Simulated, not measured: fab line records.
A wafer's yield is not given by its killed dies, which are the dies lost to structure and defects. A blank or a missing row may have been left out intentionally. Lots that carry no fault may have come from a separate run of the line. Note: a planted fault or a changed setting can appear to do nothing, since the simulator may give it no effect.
fab line records	flow n5_finfet
[record] lots = 4	wafers = 12	last_day = 21
route steps=1938 shown FIN_SAQP@114 FIN_CUT@154 BEOL_M4@1111 PASSIVATION@1936
lots with no fault: from the same line, run without faults
start_h: start of the lot's first displayed wafer, in hours after the record's first day	wait_h: hours since the lot's step before	" as in the row above	L1.1+2: one row covering several wafers at once	- either no value or no given start	* or withheld: withheld	< > ~ a bound
route shown NAME@n: a module of which the file shows steps, and the number in the route of the first	usual: mean/standard deviation taken from wafers without a fault	same: alike in all rows	chamber/n: place in a boat	sites: per-site readings	_std_site: their standard deviation	_edge_site: the outer-site mean with the inner-site mean subtracted	radius_mm: how far each site lies from the wafer's centre	mask NAME#n: copy n	behind: the tool/chamber that last shaped the wafer	hold: why the lot went on hold/how many hours it stayed there/how the hold came to an end	device: whichever transistor did not switch (one of n, p or np)	end of line: tests run on the same wafers once the route is complete	step lacking rows: just its recipe	killed: count of dies lost to structure and defects at first sort (not the wafer's yield)	map: a wafer's dies, x killed, . not, _ none there
set.NAME: the setting the step ran with; set.NAME@STEP: the setting that earlier step ran with	model.NAME: the simulator's own value behind a step, which no gauge read
lots at selected steps of the route; one table per step, one row per wafer
services: a tool's chamber out of use, with start hour (start_h, from the record's first day; less than 0 if before it), hours out, and reason
[[steps]]
[step N5_FIN_SAQP_DESCUM_21]
[recipe] chemistry = O2	time_s = 7.9	source_power_w = 50	bias_power_w = 20	pressure_mtorr = 20	rf_frequency_hz = 2.712e+07	temp_c = 40	resist = CAR-ArF	o2_flow_sccm = 225
[step N5_FIN_SAQP_ETCH_51]
[recipe] chemistry = CF4	target = SiARC	target_depth_a = 455	mask_material = CAR-ArF	time_s = 75.8	ion_energy_ev = 80	pressure_mtorr = 40	source_w = 545	bias_w = 36	Ar_flow_sccm = 100	cf4_flow_sccm = 100	ends = cleared
[step N5_FIN_SAQP_ETCH_52]
[recipe] chemistry = N2/H2	target = SOC	target_depth_a = 1000	overetch_a = 200	mask_material = SiARC	temp_c = 40	time_s = 150	ion_energy_ev = 200	pressure_mtorr = 30	source_w = 840	bias_w = 150	n2_flow_sccm = 200	h2_flow_sccm = 200	ends = end_point
[step N5_FIN_SAQP_STRIP_53]
[recipe] chemistry = N2/H2	temp_c = 40	n2_flow_sccm = 200	h2_flow_sccm = 200	rf_frequency_hz = 6e+07
[step N5_FIN_SAQP_HM_OPEN_73]
[recipe] chemistry = CHF3/O2	target = SiO2	stop_on = a-Si	target_depth_a = 120	over_etch_frac = 1.8	mask_material = SOC	time_s = 16.8	pressure_mtorr = 30	source_w = 650	bias_w = 170	Ar_flow_sccm = 200	CHF3_flow_sccm = 50	O2_flow_sccm = 5	ion_energy_ev = 200	ends = end_point
[step N5_FIN_SAQP_STRIP_74]
[recipe] chemistry = CHF3/O2	resist = SiARC	rf_frequency_hz = 6e+07
[step N5_FIN_SAQP_MANDREL_ETCH_22]
[recipe] target_depth_a = 600	chemistry = HBr/Cl2	target = a-Si	stop_on = SiNx	bt_time_s = 10	over_etch_frac = 0.5	time_s = 30	pressure_mtorr = 10	icp_w = 800	bias_w = 75	HBr_flow_sccm = 150	Cl2_flow_sccm = 80	ends = end_point
[step N5_FIN_SAQP_STRIP_55]
[recipe] chemistry = N2/H2	power_w = 500	temp_c = 40	pressure_mtorr = 50	rf_frequency_hz = 6e+07	overash_fraction = 0.3	bias_power_w = 28	h2_frac = 0.5	n2_flow_sccm = 300	h2_flow_sccm = 300
[step N5_FIN_SAQP_STRIP_23]
[recipe] chemistry = SPM	time_s = 750	temp_c = 130	h2so4_h2o2_vol_ratio = 4
[step N5_FIN_SAQP_SRD_66]
[recipe] dry = ipa_marangoni	time_s = 30	temp_c = 23	rinse_liquid = diw
[step N5_FIN_SAQP_RECESS_75]
[recipe] chemistry = HF/NH3	target = SiO2	target_depth_a = 144	afs_cycles = 3	temp_c = 30	sublimation_temp_c = 180	sublimation_time_s = 60
[step N5_FIN_SAQP_SPACER1_ALD_24]
[recipe] material = SiO2	target_thk_a = 203	temp_c = 300	ald_precursor_family = BDEAS	ald_co_reactant = O2-plasma	pulse_time_s = 1	purge_time_s = 2	co_reactant_purge_time_s = 2	ald_cycles = 218	pressure_torr = 2
[usual] ald_cycles = 218/0	chamber_pressure_Torr = 2.000/0.0039	heater_power_w = 479/48	precursor_pulse_height_rel = 1.001/0.019
[same] co_reactant_purge_time_s = 2
lot.wafer	tool	chamber	start_h	wait_h	ald_cycles	chamber_pressure_Torr	heater_power_w	precursor_pulse_height_rel	model.SiO2_of_FIN_SAQP_SPACER1_ALD_24.thk_nm
L237.1	ald_sin-02	0	47.08	0.3	218	1.997	351	1.005	20.4
L237.3	"	2	"	"	218	1.997	429	1.004	20.2
L237.6	"	3	"	"	218	1.999	482	1.020	20.4
L250.1	ald_sin-02	2	125.71	0.3	244	2.001	430	0.959	22.6
L250.2	"	0	"	"	218	2.002	356	0.996	20.2
L250.6	"	3	"	"	218	1.996	442	1.019	20.2
L251.1	ald_sin-02	3	131.60	0.3	244	1.998	460	1.017	22.8
L251.4	"	1	"	"	244	1.998	421	0.974	23
L251.6	"	0	"	"	218	2.009	349	1.009	20.4
L253.1	ald_sin-03	0	143.75	0.3	218	2.007	544	1.007	20.2
L253.5	"	2	"	"	218	1.999	462	1.016	20.4
L253.6	"	1	"	"	218	2.003	505	0.997	20.4
[step N5_FIN_SAQP_SPACER1_ETCHBACK_25]
[recipe] chemistry = CHF3/O2	mode = anisotropic_etchback	target = SiO2	target_depth_a = 244	time_s = 12.2	pressure_mtorr = 30	source_w = 650	bias_w = 170	Ar_flow_sccm = 200	CHF3_flow_sccm = 50	O2_flow_sccm = 5	ion_energy_ev = 200
[step N5_FIN_SAQP_MANDREL1_REMOVE_56]
[recipe] chemistry = HBr/Cl2/O2	bt_time_s = 10	target = a-Si	stop_on = SiNx	endpoint = OES-SiCl	over_etch_frac = 1	icp_w = 600	bias_w = 22	HBr_flow_sccm = 150	Cl2_flow_sccm = 80	O2_flow_sccm = 5	pressure_mtorr = 10
[usual] drypump_motor_current_A = 5.8/0.5	mfc_cl2_sccm = 79.99/0.24	oes_product_au = 1.004/0.021	throttle_valve_pct = 36.7/0.32
[same] bt_time_s = 10
lot.wafer	tool	chamber	start_h	wait_h	drypump_motor_current_A	mfc_cl2_sccm	oes_product_au	rf_hours_counter_h	throttle_valve_pct	model.FIN_SAQP.cd_nm
L237.1	rie_si-03	1	47.88	0.1	5.9	80.42	1.020	0	36.7	20.4
L237.3	"	3	"	"	5.4	79.75	0.969	108	36.2	20.4
L237.6	"	3	"	"	5.4	79.68	0.981	-	36.2	20.4
L250.1	rie_si-03	0	126.52	0.1	5.9	80.19	1.015	17	36.8	22.8
L250.2	"	1	"	"	5.9	80.23	0.995	2	36.7	20.2
L250.6	"	1	"	"	5.9	79.88	1.001	-	36.7	20.2
L251.1	rie_si-03	1	132.40	0.1	5.8	80.15	1.005	2	36.7	23
L251.4	"	0	"	"	5.9	80.01	1.022	17	36.8	23
L251.6	"	3	"	"	5.4	80.00	0.968	-	36.2	20.6
L253.1	rie_si-06	3	144.55	0.1	6.3	80.35	1.028	190	36.7	20.2
L253.5	"	2	"	"	5.8	80.22	0.984	-	36.7	20.4
L253.6	"	3	"	"	6.3	80.32	1.015	-	36.7	20.6
[step N5_FIN_SAQP_CD_MEAS_27]
[recipe] target_cd_nm = 20	landing_energy_ev = 1000	detector = se_inlens	polarity = line
[usual] cd_nm = 20.33/0.23
lot.wafer	tool	chamber	start_h	wait_h	cd_nm
L237.1	cd_sem-03	0	47.99	0.1	20.47
L237.3	"	0	"	"	20.51
L237.6	"	0	"	"	20.23
L250.1	cd_sem-03	0	126.63	0.1	22.81
L250.2	"	0	"	"	20.33
L250.6	"	0	"	"	20.08
L251.1	cd_sem-03	0	132.51	0.1	23.04
L251.4	"	0	"	"	23.09
L251.6	"	0	"	"	20.28
L253.1	cd_sem-02	0	144.66	0.1	20.26
L253.5	"	0	"	"	20.48
L253.6	"	0	"	"	20.76
[step N5_FIN_SAQP_ETCH_57]
[recipe] chemistry = CH3F/O2	target = SiNx	mask_material = SiO2	target_depth_a = 325	time_s = 46.4	pressure_mtorr = 30	source_w = 395	bias_w = 73	Ar_flow_sccm = 150	CH3F_flow_sccm = 30	O2_flow_sccm = 20	ion_energy_ev = 120	ends = cleared
[step N5_FIN_SAQP_ETCH_65]
[recipe] chemistry = CF4	target = SiO2	target_depth_a = 40	ion_energy_ev = 350	time_s = 4.4	pressure_mtorr = 10	icp_w = 800	bias_w = 400	cf4_flow_sccm = 80
[step N5_FIN_SAQP_MANDREL_ETCH_58]
[recipe] chemistry = HBr/Cl2	target = a-Si	target_depth_a = 450	bt_time_s = 10	stop_on = SiNx	mask_material = SiO2	over_etch_frac = 0.8	time_s = 27	pressure_mtorr = 10	icp_w = 800	bias_w = 75	HBr_flow_sccm = 150	Cl2_flow_sccm = 80	ends = end_point
[step N5_FIN_SAQP_RECESS_63]
[recipe] chemistry = HF/NH3	target = SiO2	target_depth_a = 180	afs_cycles = 3	temp_c = 30	sublimation_temp_c = 180	sublimation_time_s = 60
[step N5_FIN_SAQP_COAT_68]
[recipe] resist = SOC	temp_c = 250	time_s = 60	spin_rpm = 1500	resist_thk_nm = 100
[step N5_FIN_SAQP_ETCH_69]
[recipe] chemistry = N2/H2	target = SOC	target_depth_a = 1500	stop_on = SiNx	ion_energy_ev = 100	bias_w = 61	pressure_mtorr = 30	source_w = 850	n2_flow_sccm = 200	h2_flow_sccm = 200
[step N5_FIN_SAQP_ETCH_67]
[recipe] chemistry = CH3F/O2	target = SiNx	target_depth_a = 300	mask_material = SOC	pressure_mtorr = 30	source_w = 395	bias_w = 73	Ar_flow_sccm = 150	CH3F_flow_sccm = 30	O2_flow_sccm = 20	ion_energy_ev = 120
[step N5_FIN_SAQP_STRIP_70]
[recipe] chemistry = N2/H2	power_w = 500	temp_c = 40	pressure_mtorr = 50	rf_frequency_hz = 6e+07	overash_fraction = 0.3	bias_power_w = 28	h2_frac = 0.5	n2_flow_sccm = 300	h2_flow_sccm = 300
[step N5_FIN_SAQP_RECESS_71]
[recipe] chemistry = HF/NH3	target = SiO2	target_depth_a = 30	afs_cycles = 1	temp_c = 30	sublimation_temp_c = 180	sublimation_time_s = 60
[step N5_FIN_SAQP_SPACER2_ALD_28]
[recipe] material = SiO2	target_thk_a = 81	temp_c = 300	ald_precursor_family = BDEAS	ald_co_reactant = O2-plasma	pulse_time_s = 1	purge_time_s = 2	co_reactant_purge_time_s = 2	pressure_torr = 2
[step N5_FIN_SAQP_SPACER2_ETCHBACK_29]
[recipe] chemistry = CHF3/O2	mode = anisotropic_etchback	target = SiO2	target_depth_a = 122	time_s = 6.1	pressure_mtorr = 30	source_w = 650	bias_w = 170	Ar_flow_sccm = 200	CHF3_flow_sccm = 50	O2_flow_sccm = 5	ion_energy_ev = 200
[step N5_FIN_SAQP_MANDREL2_REMOVE_60]
[recipe] chemistry = HBr/Cl2/O2	bt_time_s = 10	target = a-Si	stop_on = SiNx	endpoint = OES-SiCl	over_etch_frac = 1	icp_w = 600	bias_w = 22	HBr_flow_sccm = 150	Cl2_flow_sccm = 80	O2_flow_sccm = 5	pressure_mtorr = 10
[step N5_FIN_SAQP_HM_OPEN_33]
[recipe] chemistry = CH3F/O2	target = SiNx	mask_material = SiO2	target_depth_a = 494	time_s = 70.6	pressure_mtorr = 30	source_w = 395	bias_w = 73	Ar_flow_sccm = 150	CH3F_flow_sccm = 30	O2_flow_sccm = 20	ion_energy_ev = 120	ends = cleared
[step N5_FIN_SAQP_ETCH_34]
[recipe] chemistry = C4F6/O2	target = SiO2	target_depth_a = 450	time_s = 15	ion_energy_ev = 250	pressure_mtorr = 30	source_w = 345	bias_w = 185	Ar_flow_sccm = 300	C4F6_flow_sccm = 10	O2_flow_sccm = 10	ends = cleared
[step N5_FIN_SAQP_STRIP_77]
[recipe] chemistry = N2/H2	time_s = 90	power_w = 100	temp_c = 40	pressure_mtorr = 100	rf_frequency_hz = 6e+07	bias_power_w = 3	n2_flow_sccm = 300	h2_flow_sccm = 300
[step N5_FIN_SAQP_ETCH_64]
[recipe] chemistry = CF4	target = SiO2	target_depth_a = 15	ion_energy_ev = 350	pressure_mtorr = 10	icp_w = 800	bias_w = 400	cf4_flow_sccm = 80
[step N5_FIN_SAQP_FIN_ETCH_36]
[recipe] chemistry = HBr/Cl2/O2	target_depth_a = 1200	mask_material = SiNx	time_s = 50.4	bias_w = 102	pressure_mtorr = 10	icp_w = 800	HBr_flow_sccm = 150	Cl2_flow_sccm = 80	O2_flow_sccm = 12
[step N5_FIN_SAQP_PRECLEAN_38]
[recipe] chemistry = O3/DIW	time_s = 45	temp_c = 22	o3_ppm = 10
[step N5_FIN_SAQP_PRECLEAN_45]
[recipe] chemistry = dHF	time_s = 10	dilution = 500:1	temp_c = 25
[step N5_FIN_SAQP_SRD_39]
[recipe] dry = ipa_marangoni	time_s = 30	temp_c = 23	rinse_liquid = diw
[step N5_FIN_CUT_COAT_18]
[recipe] resist = SOC	temp_c = 250	time_s = 60	spin_rpm = 1500	resist_thk_nm = 230
[step N5_BEOL_M4_RC_MEAS_101]
[usual] DIBL_N = 36.1/2.3	DIBL_P = 36/3.2	IOFF_N = 0.16/0.045	IOFF_P = 0.21/0.049	ION_N = 674/14	ION_P = 462/8.4	SS_N = 71.6/0.83	SS_P = 73.2/0.87	VT_N = 249/3.8	VT_P = -250/3.4
lot.wafer	tool	chamber	start_h	wait_h	DIBL_N[mV/V]	DIBL_P[mV/V]	IOFF_N[nA/um]	IOFF_P[nA/um]	ION_N[uA/um]	ION_P[uA/um]	SS_N[mV/dec]	SS_P[mV/dec]	VT_N[mV]	VT_P[mV]
L237.1	prober-02	0	280.71	0.0	32.6	32	0.12	0.16	670	459	70.0	71.6	252	-253
L237.3	"	0	"	"	35.1	33	0.14	0.17	670	456	71.6	72.4	250	-254
L237.6	"	0	"	"	34.9	34	0.15	0.18	674	462	71.7	73.2	247	-249
L250.1	prober-01	0	354.89	0.0	36.6	38	0.16	0.21	665	455	72.2	73.6	249	-253
L250.2	"	0	"	"	37.1	39	0.17	0.21	666	450	72.2	74.7	248	-253
L250.6	"	0	"	"	36.1	38	0.17	0.19	683	466	72.7	73.5	247	-255
L251.1	prober-02	0	355.51	0.0	32.8	31	0.12	0.17	675	467	70.1	72.3	249	-251
L251.4	"	0	"	"	38.0	37	0.21	0.26	693	476	71.4	73.5	242	-247
L251.6	"	0	"	"	34.9	34	0.16	0.22	682	478	70.3	73.2	245	-246
L253.1	prober-02	0	358.67	0.0	37.4	39	0.19	0.23	695	472	72.0	74.2	244	-251
L253.5	"	0	"	"	40.1	41	0.24	0.29	685	475	72.7	74.1	244	-246
L253.6	"	0	"	"	37.9	39	0.18	0.22	685	469	72.5	73.3	247	-252
[step N5_PASSIVATION_PROBE_49]
[usual] defect_limited_yield = 90.9/1.6	killed_at_M0_to_M3 = 37/11	killed_at_M4_up = 15/5.6	killed_at_contacts = 13/6.4	killed_at_front_end = 39/11	killed_at_other = 4/3.1	killed_dies = 107/19	killed_open = 71/14	killed_short = 34/7.8	sort_bin_5_function = 5.3/1	sort_bin_6_memory = 3.4/0.72	sort_n_pass = 1072/20	sort_yield_pct = 90.9/1.7
[same] gross_dies = 1180	killed_at_back_side = 0	sort_bin_4_leakage[%] = 0	sort_bin_8_speed[%] = 0
lot.wafer	tool	chamber	start_h	wait_h	defect_limited_yield[%]	killed_at_M0_to_M3	killed_at_M4_up	killed_at_contacts	killed_at_front_end	killed_at_other	killed_dies	killed_open	killed_short	sort_bin_5_function[%]	sort_bin_6_memory[%]	sort_n_pass	sort_yield_pct[%]
L250.1	prober-01	-	473.83	0.0	56.3	35	8	20	451	2	516	65	34	40.1	3.3	664	56.3
L251.1	prober-02	-	491.52	0.0	56.4	24	18	18	453	1	514	69	47	39.9	3.4	666	56.4
L251.4	prober-02	-	491.67	0.2	57.6	22	15	15	445	3	500	86	36	38.5	3.6	680	57.6
L251.6	prober-02	-	491.77	0.3	92.4	11	20	15	37	7	90	59	31	5.3	1.9	1090	92.4
L253.1	prober-01	-	496.17	0.0	90.3	37	13	8	51	6	115	70	42	5.6	3.6	1065	90.3
L253.5	prober-01	-	496.37	0.2	91.4	40	8	11	37	5	101	70	30	5.3	3.1	1079	91.4
L253.6	prober-01	-	496.42	0.3	89.7	60	13	7	40	2	122	65	53	6.9	2.9	1058	89.7
// killed by level:class
L250.1 FIN_SAQP:area_ald=415 MOL_CONTACT_COAG:geometric_particle:open=14 FIN_SAQP:geometric_particle:open=11 BEOL_M0_SAQP:geometric_particle:short=9 STI_FIN_REVEAL:geometric_particle:open=7 BEOL_M0_SAQP:geometric_particle:open=7 BEOL_M2:geometric_particle:open=7 MOL_CONTACT_COAG:geometric_particle:short=6
L251.1 FIN_SAQP:area_ald=398 MOL_CONTACT_COAG:geometric_particle:open=16 FIN_SAQP:geometric_particle:short=12 STI_FIN_REVEAL:geometric_particle:open=10 FIN_SAQP:geometric_particle:open=9 BEOL_M0_SAQP:geometric_particle:short=6 BEOL_M1:geometric_particle:open=5 BEOL_M2:geometric_particle:open=5
L251.4 FIN_SAQP:area_ald=378 FIN_SAQP:geometric_particle:open=19 FIN_SAQP:geometric_particle:short=18 BEOL_M4:geometric_particle:open=14 STI_FIN_REVEAL:geometric_particle:open=13 MOL_CONTACT_COAG:geometric_particle:open=12 BEOL_M0_SAQP:geometric_particle:open=6 BEOL_M3:geometric_particle:open=6
L251.6 MOL_CONTACT_COAG:geometric_particle:open=14 BEOL_M4:geometric_particle:open=14 FIN_SAQP:geometric_particle:short=9 FIN_SAQP:geometric_particle:open=8 STI_FIN_REVEAL:geometric_particle:open=7 MIM_BOT:geometric_particle:short=4 BEOL_M2:geometric_particle:open=3 BEOL_M4:geometric_particle:short=3
L253.1 STI_FIN_REVEAL:geometric_particle:open=11 FIN_SAQP:geometric_particle:short=9 FIN_SAQP:geometric_particle:open=9 BEOL_M2:geometric_particle:short=8 BEOL_M4:geometric_particle:open=8 BEOL_M1:geometric_particle:open=6 BEOL_M2:geometric_particle:open=6 BEOL_M3:geometric_particle:open=6
L253.5 STI_FIN_REVEAL:geometric_particle:open=11 BEOL_M3:geometric_particle:open=10 BEOL_M0_SAQP:geometric_particle:short=7 BEOL_M0_SAQP:geometric_particle:open=6 BEOL_M1:geometric_particle:open=6 FIN_SAQP:geometric_particle:open=5 MOL_CONTACT_COAG:geometric_particle:open=5 MOL_CONTACT_COAG:geometric_particle:short=5
L253.6 BEOL_M0_SAQP:geometric_particle:short=13 BEOL_M3:geometric_particle:open=12 GATE_CUT:geometric_particle:short=8 BEOL_M2:geometric_particle:short=8 STI_FIN_REVEAL:geometric_particle:open=7 FIN_SAQP:geometric_particle:open=6 FIN_SAQP:geometric_particle:short=6 BEOL_M3:geometric_particle:short=6
// map L250.1 (x killed, . not)
_________________............________________
______________...x.x.......x...._____________
___________........................__________
__________........x.........x......._________
________....x..x...............x......_______
_______......x.x.xx.xxx.xxxxx.x..x.....______
______.......x..xxx.x..x.xxxx.....x....._____
_____...........xx.xxxx.xxxxxxxx.........____
____......x.x.xxxx..xxxxxxx.xxx..x........___
___......x.x.....xxxxxx.xxxxxxxx.xx.x....x.__
___........x.xxxxxxxxxxxxxxxxx.xxx.........__
__............xxxxxxxxxxxxxxxx..x....x......_
__x......x..xxxxxxxxxxxxxxxxxxx.xxxx........_
_........x..xxxxxxxxxxxxxxxxxxxxxxx.x........
_.........xxxxxxxxxxxxxxxxxxxxxxxxxxx........
_......x.xxx..xxxxxxxxxxxxxxxxxxxxx...x......
_....x....xxxxxxxxxxxxxxxxxxxxx.xx.xx..x.....
_.........x.xxxxxxxxxxxxxxxxxxxxx..x.xxx....x
_...x..x.xx.xxxxxxxxxxxxxxxxxxxxxx.xxxx......
_.x....xx..xxxxxxxxxxxxxxxxxxxxx.xxxx........
_......x.xx.xxxxxxxxxxxxxxxxxxxxxx..x.x......
__...x...xx..xxxxxxxxxxxxxx.xxxx.xxx......x._
__...x.x....x.xxxxxxxxxx.xxxxxxxxxx..x......_
___...x.....x..x.xxxxxxxxxxxxx.x...x.......__
___...x...x.xxx.xxxxxx.xxxxxxxxx.....x....x__
____.......x...x.xx.xxxxxxxxxx...x.xx.....___
_____......x...x.xx.xxx.xx.xxxxx.........____
______.....x...x...x.xxxxxxx.....x..xx.._____
_______..x...x....xx.x.xxx.............______
________...............x.x............_______
__________...........xxx...x........_________
___________.............x..x.....x.__________
______________.................._____________
_________________....x.......________________
// map L251.1 (x killed, . not)
_________________...x........________________
______________................x._____________
___________........................__________
__________.......xx........xx......._________
________......x.x..x.x........x......._______
_______.........x...xxxxx..x.....x.x...______
______..........xxxx...xx..x............_____
_____.x..x....xxxx.x..x.x.xxx.x.x.....x..____
____.......x...x....xxxxxx..xxxxxxx.......___
___x...x.x..xxxxxxxxxxxxxxxxx.x..x.x.......__
___.........xxxxxxxxxxxxxx.xxxxx..xx.......__
__..x.......xxx.xxxxxxxxxxxxxx.xxx.x........_
__....xx.xxxx.xxxxxxxxxxxxxxxxxxxxx..x......_
_.......x..xxxxxxxxxxxxxxxxxxxxxxx.x.x.....x.
_.......xxxxxxxxxxxxxxxxxxxxxxxxxx.x.x.......
_.........xxxxxxxxxxxxxxxxxxxxxxxx.xx.x......
_.....x..xx.xxxxxxxxxxxxxxxxxxxxxx..xx.......
_.......xxxxxxxxxxxxxxxxxxxxxxxxxxx.x........
_x....x..xxxx.xxxxxxxxxxxxxxxxxxxxxxx.....x..
_....x.....xxx.xxxxxxxxxxx.xxxxxxxx..........
_......x..xx.xxxxxxxxxx.xxxxxxxxx.xx..x..x...
__..x......xxx.xxxxxxxxxxxxxxxx.x.xx........_
__...x....x..x.x.xxxxxxxxxx.xxx.x.xx........_
___..xx....xxxx.xxx.xx.xxxxxxx.xx.xx..x..x.__
___.....x.....x...xx.xxxxxxxx.xx.xx........__
____......x.xxx.x.xxxx.xx.xxxx..xx.xx.....___
_____......x.......xxx.xxx.xx...xx....x..____
______x..x..x......xxxxxx..xxx.........._____
_______.......x.x.xx.x.x.x.x...........______
________........x..x..x..............._______
__________.......x.....xx...x...x.x._________
___________..........x.........x...__________
______________.....x........x..._____________
_________________............________________
[[services]]
tool	chamber	start_h	hours	kind
rie_si-03	-	55.34	0.1	repair
ald_sin-02	0	59.77	3.7	repair
ald_sin-03	3	78.05	2.7	repair
ald_sin-02	-	81.95	0.8	pm
ald_sin-02	-	85.87	14.0	pm
ald_sin-02	0	85.87	14.0	vent_cycle
ald_sin-02	1	85.87	14.0	vent_cycle
ald_sin-02	2	85.87	14.0	vent_cycle
ald_sin-02	3	85.87	14.0	vent_cycle
ald_sin-02	0	99.87	-	clean
ald_sin-02	1	99.87	-	clean
ald_sin-02	2	99.87	-	clean
ald_sin-02	3	99.87	-	clean
ald_sin-03	0	102.01	11.3	repair
rie_si-03	2	108.52	10.7	repair
rie_si-03	1	112.46	5.5	repair
[[key]]
[first_sign] step = N5_FIN_SAQP_SPACER1_ALD_24	reading = ald_cycles	direction = up	sigmas = 99+	usual = *	struck = *
[effect] step = N5_FIN_SAQP_CD_MEAS_27	reading = cd_nm	direction = up	sigmas = 12	usual = 20.33	struck = 22.98
[effect] step = N5_PASSIVATION_PROBE_49	reading = killed_at_front_end	direction = up	sigmas = 37	usual = 39	struck = 450
[model_effect] step = N5_FIN_SAQP_SPACER1_ALD_24	value = SiO2_of_FIN_SAQP_SPACER1_ALD_24.thk_nm	without = 20.33	struck = 22.8
[model_effect] step = N5_FIN_SAQP_MANDREL1_REMOVE_56	value = FIN_SAQP.cd_nm	without = 20.53	struck = 22.93
[more_kills_born_at] N5_FIN_SAQP_SPACER1_ALD_24@ald_sin-02 = 1191
met_at N5_FIN_SAQP_SPACER1_ALD_24
struck_wafers L250.1,L251.1,L251.4
onset_between 47.08 125.71
[fault] kind = process_parameter_drift	tool = ald_sin-02	chamber = -	onset_h = 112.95	steps = N5_FIN_SAQP_SPACER1_ALD_24	channel = ald_cycles	offset = *	shape = step	end_h = 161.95	scope = struck_wafers_only	acts_in = *	stated = *
